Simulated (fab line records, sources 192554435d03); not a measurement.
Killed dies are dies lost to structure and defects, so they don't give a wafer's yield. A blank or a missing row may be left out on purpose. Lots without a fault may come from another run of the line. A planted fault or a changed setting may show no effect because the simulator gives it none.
Chamber matching | flow n5_finfet | N5_BEOL_M6_ETCH_65 on rie_diel-04: 4 sister chambers
The step etches SiARC in CF4, target depth 15.6 nm, time 26 s. 4 wafers are shown with their chamber, then 8 later ones without.

WAFERS WITH THEIR CHAMBER
wafer  | chamber | showerhead_plenum_p_Torr (Torr)
L085.2 | 3       | 2.04
L085.4 | 1       | 2.05
L088.6 | 0       | 2.12
L091.1 | 2       | 2.19

WAFERS WITHOUT THEIR CHAMBER
wafer  | showerhead_plenum_p_Torr (Torr)
L091.4 | 2.04
L091.5 | 2.04
L090.1 | 2.05
L090.3 | 2.03
L090.5 | 2.03
L097.1 | 2.04
L097.4 | 2.11
L097.6 | 2.04

WHICH CHAMBER EACH WENT THROUGH
wafer  | from the rows above     | in truth
L091.4 | can't be placed: 3 or 1 | 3
L091.5 | can't be placed: 3 or 1 | 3
L090.1 | can't be placed: 1 or 3 | 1
L090.3 | can't be placed: 3 or 1 | 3
L090.5 | can't be placed: 3 or 1 | 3
L097.1 | can't be placed: 3 or 1 | 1
L097.4 | 0                       | 0
L097.6 | can't be placed: 3 or 1 | 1
Placed correctly: 1 of 8. Can't be placed from these rows: 7 (the true chamber is among the candidates in 7). Placed wrongly: 0.
How it was worked out, from the rows above alone: a wafer's distance from a chamber is the root of the sum, over the readings, of the square of ((its reading less the chamber's mean) divided by the reading's scatter). The wafer belongs to the nearest chamber; if the next one is less than 2 further off, it can't be placed. A chamber's mean is the mean of its shown wafers. The scatter: with one shown wafer a chamber, the root of the mean of the squares of how far each hidden wafer lies from its nearest shown one.
